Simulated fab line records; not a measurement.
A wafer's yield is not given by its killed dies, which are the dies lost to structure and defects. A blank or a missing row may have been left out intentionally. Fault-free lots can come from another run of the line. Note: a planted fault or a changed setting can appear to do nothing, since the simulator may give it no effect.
fab line records | flow nand_harc
[record] lots = 6 wafers = 18 last_day = 33
route steps=1302 shown A_ONON_D1@434 A_CHANNEL_HOLE_D1@450 END@1302
lots untouched by any fault: they come from a run of this same line in which no faults occurred
start_h: the number of hours between the record's first day and the start of the first shown wafer of the lot | wait_h: hours since the lot's step before | " identical to the entry in the row above | L1.1+2: a single row standing in for several wafers | - no value, or no start was given | * or withheld: withheld | < > ~ a bound
route shown NAME@n: names a module that has steps shown in the file, with the first one's number in the route | usual: average and standard deviation across the fault-free wafers | same: alike in all rows | chamber/n: place in a boat | sites: per-site readings | _std_site: their standard deviation | _edge_site: mean of outer sites minus mean of inner sites | radius_mm: for every site, how far away it sits from the centre of the wafer | mask NAME#n: copy n | behind: the tool/chamber that last shaped the wafer | hold: the reason the lot was held/the length of the hold in hours/how it ended | device: transistor that didn't switch, given as n, p or np | end of line: the route-end tests of the same wafers | a step given without rows: its recipe and nothing more | killed: at the first sort, the dies lost to defects and structure; wafer yield is something else | map: dies across one wafer; x = killed, . = not, _ = none there
set.NAME: the setting as run; set.NAME@STEP: as run at that earlier step | model.NAME: the simulator's own value behind a step, which no gauge read
certain route steps with their lots: each step a table, each wafer a row
services: from which hour (start_h, from the record's first day; less than 0 if before it) a tool's chamber was out of use, for how many hours, and why
[[steps]]
[step NHARC_A_ONON_D1_ANNEAL_15]
[recipe] temp_c = 750 time_s = 3600
[step NHARC_A_ONON_D1_DEP_16]
[recipe] target_thk_a = 10000 n2_flow_sccm = 2750 n2o_flow_sccm = 2000 nh3_flow_sccm = 500 sih4_flow_sccm = 210 temp_c = 400
[step NHARC_A_ONON_D1_THK_MEAS_18]
[recipe] thk_meas_gauge = ellipsometry
[usual] thk_nm = 1005/13
// columns lot.wafer tool chamber start_h wait_h thk_nm
L776.2 film_metro-02 - 213.87 - 996
L776.3 " - " " 996
L776.5 " - " " 996
L779.2 film_metro-02 - 245.32 - 1002
L779.4 " - " " 1004
L779.5 " - " " 1001
L782.3 film_metro-01 - 275.40 - 996
L782.5 " - " " 997
L782.6 " - " " 998
L785.4 film_metro-02 - 309.85 - 990
L785.5 " - " " 992
L785.6 " - " " 992
L792.1 film_metro-01 - 370.34 - 1016
L792.2 " - " " 1015
L792.5 " - " " 1017
L795.1 film_metro-01 - 398.39 - 1003
L795.2 " - " " 1003
L795.5 " - " " 1003
[step NHARC_A_ONON_D1_DEP_19]
[recipe] target_thk_a = 10000 n2_flow_sccm = 2750 n2o_flow_sccm = 2000 nh3_flow_sccm = 500 sih4_flow_sccm = 210 temp_c = 400
[step NHARC_A_ONON_D1_THK_MEAS_21]
[recipe] thk_meas_gauge = ellipsometry
[usual] thk_nm = 1001/8.5
// columns lot.wafer tool chamber start_h wait_h thk_nm
L776.2 film_metro-01 - 214.44 - 997
L776.3 " - " " 998
L776.5 " - " " 1000
L779.2 film_metro-01 - 245.89 - 1001
L779.4 " - " " 1003
L779.5 " - " " 1002
L782.3 film_metro-02 - 275.97 - 987
L782.5 " - " " 987
L782.6 " - " " 987
L785.4 film_metro-01 - 310.41 - 1012
L785.5 " - " " 1010
L785.6 " - " " 1011
L792.1 film_metro-01 - 370.90 - 992
L792.2 " - " " 992
L792.5 " - " " 993
L795.1 film_metro-01 - 398.96 - 987
L795.2 " - " " 988
L795.5 " - " " 987
[step NHARC_A_ONON_D1_DEP_22]
[recipe] target_thk_a = 10000 n2_flow_sccm = 2750 n2o_flow_sccm = 2000 nh3_flow_sccm = 500 sih4_flow_sccm = 210 temp_c = 400
[step NHARC_A_ONON_D1_THK_MEAS_24]
[recipe] thk_meas_gauge = ellipsometry
[usual] thk_nm = 1001/11
// columns lot.wafer tool chamber start_h wait_h thk_nm
L776.2 film_metro-01 - 215.01 - 1010
L776.3 " - " " 1010
L776.5 " - " " 1010
L779.2 film_metro-02 - 246.46 - 1000
L779.4 " - " " 998
L779.5 " - " " 1000
L782.3 film_metro-01 - 276.54 - 983
L782.5 " - " " 983
L782.6 " - " " 985
L785.4 film_metro-01 - 310.98 - 1010
L785.5 " - " " 1011
L785.6 " - " " 1011
L792.1 film_metro-02 - 371.47 - 999
L792.2 " - " " 1002
L792.5 " - " " 1003
L795.1 film_metro-01 - 399.52 - 1009
L795.2 " - " " 1008
L795.5 " - " " 1006
[step NHARC_A_ONON_D1_DEP_25]
[recipe] target_thk_a = 10000 n2_flow_sccm = 2750 n2o_flow_sccm = 2000 nh3_flow_sccm = 500 sih4_flow_sccm = 210 temp_c = 400
[step NHARC_A_ONON_D1_THK_MEAS_27]
[recipe] thk_meas_gauge = ellipsometry
[usual] thk_nm = 1002/8.7
// columns lot.wafer tool chamber start_h wait_h thk_nm
L776.2 film_metro-02 - 215.59 - 1000
L776.3 " - " " 1000
L776.5 " - " " 998
L779.2 film_metro-01 - 247.02 - 992
L779.4 " - " " 991
L779.5 " - " " 991
L782.3 film_metro-01 - 277.11 - 1010
L782.5 " - " " 1010
L782.6 " - " " 1010
L785.4 film_metro-02 - 311.54 - 1010
L785.5 " - " " 1007
L785.6 " - " " 1007
L792.1 film_metro-02 - 372.06 - 999
L792.2 " - " " 999
L792.5 " - " " 999
L795.1 film_metro-01 - 400.08 - 1014
L795.2 " - " " 1013
L795.5 " - " " 1014
[step NHARC_A_ONON_D1_DEP_28]
[recipe] target_thk_a = 10000 n2_flow_sccm = 2750 n2o_flow_sccm = 2000 nh3_flow_sccm = 500 sih4_flow_sccm = 210 temp_c = 400
[step NHARC_A_ONON_D1_THK_MEAS_30]
[recipe] thk_meas_gauge = ellipsometry
[usual] thk_nm = 998/10
// columns lot.wafer tool chamber start_h wait_h thk_nm
L776.2 film_metro-01 - 216.15 - 987
L776.3 " - " " 988
L776.5 " - " " 988
L779.2 film_metro-02 - 247.59 - 999
L779.4 " - " " 1000
L779.5 " - " " 1000
L782.3 film_metro-02 - 277.68 - 990
L782.5 " - " " 990
L782.6 " - " " 988
L785.4 film_metro-02 - 312.11 - 991
L785.5 " - " " 990
L785.6 " - " " 989
L792.1 film_metro-02 - 372.63 - 991
L792.2 " - " " 989
L792.5 " - " " 989
L795.1 film_metro-02 - 400.64 - 1002
L795.2 " - " " 1002
L795.5 " - " " 1002
[step NHARC_A_ONON_D1_DEP_33]
[recipe] target_thk_a = 2000 temp_c = 400 pressure_torr = 6.5 rf_w = 900 teos_flow_sccm = 161.4 flow_sccm = 2650 target_thk_nm = 200 gas = O2 material = SiO2
[usual] heater_power_w = 555/87 throttle_valve_pct = 16.3/0.67
// columns lot.wafer tool chamber start_h wait_h heater_power_w throttle_valve_pct
L776.2 pecvd-04 1 216.37 0.2 615 16.2
L776.3 " 2 " " 713 17.0
L776.5 " 0 " " 507 16.6
L779.2 pecvd-02 2 247.82 0.2 475 15.9
L779.4 " 2 " " 476 15.8
L779.5 " 0 " " 613 16.9
L782.3 pecvd-01 1 277.73 0.1 549 16.2
L782.5 " 2 " " 604 16.4
L782.6 " 0 " " 539 15.1
L785.6 pecvd-02 1 312.35 0.2 684 16.2
L785.4 " 2 " " 382 15.9
L785.5 " 0 " " 658 17.3
L792.1 pecvd-02 1 372.73 0.1 634 16.5
L792.2 " 2 " " 467 16.2
L792.5 " 0 " " 663 17.3
L795.1 pecvd-02 0 400.74 0.1 737 17.1
L795.2 " 1 " " 690 16.2
L795.5 " 0 " " 580 17.2
[step NHARC_A_ONON_D1_THK_MEAS_34]
[recipe] thk_meas_gauge = ellipsometry
[usual] thk_nm = 199.7/2.8
// columns lot.wafer tool chamber start_h wait_h thk_nm
L776.2 film_metro-01 - 216.74 - 197.3
L776.3 " - " " 199.1
L776.5 " - " " 204.1
L779.2 film_metro-02 - 248.19 - 201.2
L779.4 " - " " 203.2
L779.5 " - " " 203.6
L782.3 film_metro-02 - 278.15 - 196.4
L782.5 " - " " 198.9
L782.6 " - " " 200.3
L785.4 film_metro-02 - 312.64 - 200.3
L785.5 " - " " 199.9
L785.6 " - " " 200.1
L792.1 film_metro-02 - 373.10 - 196.6
L792.2 " - " " 199.9
L792.5 " - " " 203.4
L795.1 film_metro-01 - 401.11 - 195.3
L795.2 " - " " 195.1
L795.5 " - " " 197.9
[step NHARC_A_ONON_D1_INSPECT_32]
[usual] raw_defect_count = 71/23
// columns lot.wafer tool chamber start_h wait_h raw_defect_count
L776.2 defect_inspect-02 - 216.82 0.0 74
L776.3 " - " " 73
L776.5 " - " " 105
L779.2 defect_inspect-02 - 248.25 0.0 76
L779.4 " - " " 51
L779.5 " - " " 73
L782.3 defect_inspect-02 - 278.21 0.0 46
L782.5 " - " " 87
L782.6 " - " " 66
L785.4 defect_inspect-01 - 312.72 0.0 77
L785.5 " - " " 58
L785.6 " - " " 33
L792.1 defect_inspect-01 - 373.16 0.0 475
L792.2 " - " " 473
L792.5 " - " " 445
L795.1 defect_inspect-02 - 401.17 0.0 451
L795.2 " - " " 517
L795.5 " - " " 463
[step NHARC_A_CHANNEL_HOLE_D1_DEP_00]
[recipe] target_thk_a = 31000 temp_c = 400 material = aC
[usual] throttle_valve_pct = 34.999/0.0099
// columns lot.wafer tool chamber start_h wait_h throttle_valve_pct
L776.2 acl_dep-02 0 217.20 0.4 34.991
L776.3 " 0 " " 34.991
L776.5 " 0 " " 34.989
L779.2 acl_dep-01 0 250.29 2.0 34.993
L779.4 " 0 " " 34.989
L779.5 " 0 " " 35.017
L782.3 acl_dep-03 0 278.91 0.7 34.999
L782.5 " 0 " " 35.002
L782.6 " 0 " " 34.996
L785.4 acl_dep-01 0 315.50 2.8 34.995
L785.5 " 0 " " 34.992
L785.6 " 0 " " 34.997
L792.1 acl_dep-02 0 373.23 0.1 35.012
L792.2 " 0 " " 34.999
L792.5 " 0 " " 35.000
L795.1 acl_dep-01 0 401.24 0.1 35.007
L795.2 " 0 " " 35.008
L795.5 " 0 " " 34.996
[step NHARC_END_SORT_01]
[recipe] temp_c = 25
[usual] killed_at_array = 58/15 killed_at_other = 0.8/1.2 killed_at_periphery = 3.5/2.5 killed_dies = 62/15 killed_open = 3.2/1.7 killed_short = 2.4/1.5
[same] gross_dies = 677
// columns lot.wafer tool chamber start_h wait_h killed_at_array killed_at_other killed_at_periphery killed_dies killed_open killed_short
L792.1 prober-01 0 761.60 2.5 128 0 1 129 5 3
L792.2 prober-01 0 762.40 2.8 74 2 4 80 6 2
L792.5 prober-01 0 764.81 3.7 94 0 1 95 2 2
L795.1 prober-01 0 786.88 2.5 76 1 1 78 3 2
L795.2 prober-01 0 787.68 2.8 106 1 3 110 2 6
L795.5 prober-01 0 790.08 3.7 85 2 3 90 6 3
// killed by level:class
L792.1 A_ONON_D1:unspecified=60 A_CHANNEL_HOLE_D2:chamber_film_flake=26 A_CHANNEL_HOLE_D1:chamber_film_flake=12 A_CONTACT:chamber_film_flake=11 A_SLIT:chamber_film_flake=4 A_STAIRCASE:chamber_film_flake=3 A_WL_FILL:geometric_particle:short=2 A_CHANNEL_FILL_D1:chamber_film_flake=2
L792.2 A_CHANNEL_HOLE_D2:chamber_film_flake=22 A_ONON_D1:unspecified=20 A_CHANNEL_HOLE_D1:chamber_film_flake=9 A_CONTACT:chamber_film_flake=9 A_SLIT:chamber_film_flake=4 A_CHANNEL_FILL_D1:chamber_film_flake=3 P_M0:geometric_particle:open=2 THIN_TSV:chamber_film_flake=2
L792.5 A_ONON_D1:unspecified=34 A_CHANNEL_HOLE_D2:chamber_film_flake=24 A_CHANNEL_HOLE_D1:chamber_film_flake=11 A_SLIT:chamber_film_flake=8 A_CONTACT:chamber_film_flake=8 A_WL_FILL:chamber_film_flake=3 A_CHANNEL_FILL_D1:geometric_particle:short=2 A_ZERO_WELL:chamber_film_flake=2
L795.1 A_ONON_D1:unspecified=30 A_CHANNEL_HOLE_D1:chamber_film_flake=22 A_CONTACT:chamber_film_flake=7 A_DECK1_JOINT:chamber_film_flake=4 A_SLIT:chamber_film_flake=4 A_CHANNEL_FILL_D2:geometric_particle:short=2 A_BLC:chamber_film_flake=2 A_CHANNEL_FILL_D1:geometric_particle:open=1
L795.2 A_ONON_D1:unspecified=57 A_CHANNEL_HOLE_D1:chamber_film_flake=28 A_SLIT:chamber_film_flake=5 A_STAIRCASE:chamber_film_flake=4 A_BLC:chamber_film_flake=3 A_ONON_D2:geometric_particle:short=2 A_CONTACT:chamber_film_flake=2 P_CONTACT:geometric_particle:short=1
L795.5 A_ONON_D1:unspecified=33 A_CHANNEL_HOLE_D1:chamber_film_flake=19 A_SLIT:chamber_film_flake=8 A_CONTACT:chamber_film_flake=7 A_BLC:chamber_film_flake=6 A_CHANNEL_HOLE_D2:chamber_film_flake=3 A_STAIRCASE:chamber_film_flake=3 P_CONTACT:geometric_particle:short=1
[[services]]
// columns tool chamber start_h hours kind
pecvd-01 1 212.20 16.5 repair
acl_dep-02 - 222.43 3.9 repair
pecvd-02 - 227.29 13.0 pm
pecvd-02 0 227.29 13.0 vent_cycle
pecvd-02 1 227.29 13.0 vent_cycle
pecvd-02 2 227.29 13.0 vent_cycle
acl_dep-03 - 234.70 1.2 repair
pecvd-02 0 240.29 - clean
pecvd-02 1 240.29 - clean
pecvd-02 2 240.29 - clean
acl_dep-02 - 244.74 13.0 pm
pecvd-04 - 269.00 13.0 pm
pecvd-04 0 269.00 13.0 vent_cycle
pecvd-04 1 269.00 13.0 vent_cycle
pecvd-04 2 269.00 13.0 vent_cycle
pecvd-04 0 282.00 - clean
pecvd-04 1 282.00 - clean
pecvd-04 2 282.00 - clean
acl_dep-03 - 299.36 13.0 pm
pecvd-04 0 299.45 1.9 repair
pecvd-02 - 306.57 1.1 repair
pecvd-01 - 311.23 13.0 pm
pecvd-01 1 352.31 12.5 repair
acl_dep-01 - 372.72 13.0 pm
[[key]]
[first_sign] step = NHARC_A_ONON_D1_INSPECT_32 reading = raw_defect_count direction = up sigmas = 18 usual = 71 struck = 471
[effect] step = NHARC_END_SORT_01 reading = killed_at_array direction = up sigmas = 2.3 usual = 58 struck = 94 wafers_moved = 4
[more_kills_born_at] NHARC_A_ONON_D1_DEP_33@pecvd-02 = 234
met_at NHARC_A_ONON_D1_DEP_33
struck_wafers L792.1,L792.2,L792.5,L795.1,L795.2,L795.5
tester_left_out L792,L795
onset_between 312.35 372.73
also_fits time
[fault] kind = chamber_particle_source tool = pecvd-02 chamber = - onset_h = 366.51 steps = NHARC_A_ONON_D1_DEP_33 rate_per_visit_cm2 = 0.57671 end_h = 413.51
// tester_left_out: of these lots the tester's yield and bins aren't shown, on N5 and GAA mostly nor the transistor test; their killed dies are dies lost to structure and defects alone, not to doping, threshold or leakage, so they don't give the yield
